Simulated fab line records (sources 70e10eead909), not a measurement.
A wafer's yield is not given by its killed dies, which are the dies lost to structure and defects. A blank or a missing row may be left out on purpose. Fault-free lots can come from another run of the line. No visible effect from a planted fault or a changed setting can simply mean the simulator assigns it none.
Struck lot and sound lot, side by side -- flow nandHarc -- 17 out of 1159 route steps
Sound: these wafers, L901.1, L901.3, L901.6. Struck: wafers L903.2, L903.4 (left out: L903.6, a lot-mate that was not struck); the cause follows at the end.
Order at every step that has rows: each side's tool, ch and its chambers, its first start. Under that, the readings that differ: sound wafers -- struck wafers -- difference of the means -- sigmas: that difference in standard deviations of wafers without a fault.
alike: readings whose means differ by less than 2 such deviations, and words and numbers that are the same on both sides. not compared: withheld readings, readings that some wafer has no value for, bounds like >300 that may hide the same value, and numbers for which the record gives no deviation and whose values overlap.
A row with sigmas, a row that says differs or no value, or rows on one side alone: a step with any of these is where the two part. Non-overlapping numbers with no deviation appear without sigmas and do not part them. Lack of a reading on every wafer of one side parts them only where that side has two or more wafers.

first, 6 steps without rows for these wafers: NHARC_A_SLIT_COAT_03 (resist thk 90 nm); NHARC_A_SLIT_SOFTBAKE_04 (time 55 s); NHARC_A_SLIT_EBR_05; NHARC_A_SLIT_EXPOSE_06 (exposes mask SLIT); NHARC_A_SLIT_PEB_07 (peb time 65 s); NHARC_A_SLIT_DEVELOP_08 (develop time 35 s).
NHARC_A_SLIT_CD_MEAS_09: target cd 300 nm.
  sound on cdSem-03 ch 0, day 17 19:31; struck on cdSem-01 ch 0, day 19 05:54
  alike: cdNm
NHARC_A_SLIT_OVL_MEAS_10:
  sound on overlay-01 at day 17 19:37; struck on overlay-01 at day 19 05:59
  alike: overlayXNm, overlayYNm
NHARC_A_SLIT_INSPECT_11:
  sound on defectInspect-02 at day 17 19:38; struck on defectInspect-01 at day 19 06:02
  alike: rawDefectCount
NHARC_A_SLIT_DESCUM_14: chemistry O2, time 3 s.
  sound on rieDiel-03 ch 1,3, day 17 19:42; struck on rieDiel-10 ch 3, day 19 06:07
  alike: drypumpMotorCurrentA, oesProductAu, rfVppV, showerheadPlenumPTorr, throttleValvePct
  not compared: rfHoursCounterH
NHARC_A_SLIT_ETCH_24: etches the open film in CF4/CHF3, target depth 121 nm, time 60.5 s.
  sound on rieDiel-03 ch 0,3, day 17 19:47; struck on rieDiel-10 ch 1,2, day 19 06:12
  alike: chf3FlowSccm, drypumpMotorCurrentA, oesProductAu, rfVppV, showerheadPlenumPTorr, throttleValvePct
  not compared: rfHoursCounterH
NHARC_A_SLIT_ETCH_15: etches the open film in O2/COS, target depth 3200 nm, time 832 s.
  sound on rieDiel-03 ch 0,1; struck on rieDiel-10 ch 2,3
  alike: drypumpMotorCurrentA, oesProductAu, rfVppV, showerheadPlenumPTorr, throttleValvePct
  not compared: rfHoursCounterH
NHARC_A_SLIT_ETCH_17: etches the open film in C4F8/O2/Ar, time 1687.5 s, target depth 10100 nm.
  sound on harEtch-02 ch 1, day 17 21:05; struck on harEtch-02 ch 0, day 19 10:42
reading,sound,struck,difference,sigmas
model.A_SLIT.cdNm (nm),288.5 288.5 288.5,286.7 286.7,-1.8,
  alike: drypumpMotorCurrentA, showerheadPlenumPTorr, throttleValvePct
  not compared: rfHoursCounterH
NHARC_A_SLIT_ETCH_26: etches the open film in C4F8/O2/Ar, time 90 s, target depth 400 nm.
  sound on harEtch-02 ch 1, day 17 22:36; struck on harEtch-02 ch 0, day 19 12:12
  alike: drypumpMotorCurrentA, showerheadPlenumPTorr, throttleValvePct
  not compared: rfHoursCounterH
then, 1 step without rows for these wafers: NHARC_A_SLIT_STRIP_28 (strips in O2/COS).
NHARC_A_SLIT_ETCH_29: etches the open film in CF4/O2, target depth 100 nm, overetch 10 nm, time 55 s.
  sound on rieDiel-10 ch 1,3, day 17 23:13; struck on rieDiel-10 ch 3, day 19 12:50
reading,sound,struck,difference,sigmas
model.A_SLIT.cdNm (nm),288.2 288.3 288.5,287.5 287.7,-0.7,
  alike: drypumpMotorCurrentA, oes_ar_750_au, oesProductAu, rfVppV, showerheadPlenumPTorr, throttleValvePct
  not compared: rfHoursCounterH
NHARC_A_SLIT_STRIP_18: strips in O2.
  sound on rieDiel-10 ch 1,3; struck on rieDiel-10 ch 1,2
  alike: drypumpMotorCurrentA, oesProductAu, rfVppV, showerheadPlenumPTorr, throttleValvePct
  not compared: rfHoursCounterH

WHERE THEY PART
Nowhere in this record.

WHY: what had been put in by the simulator
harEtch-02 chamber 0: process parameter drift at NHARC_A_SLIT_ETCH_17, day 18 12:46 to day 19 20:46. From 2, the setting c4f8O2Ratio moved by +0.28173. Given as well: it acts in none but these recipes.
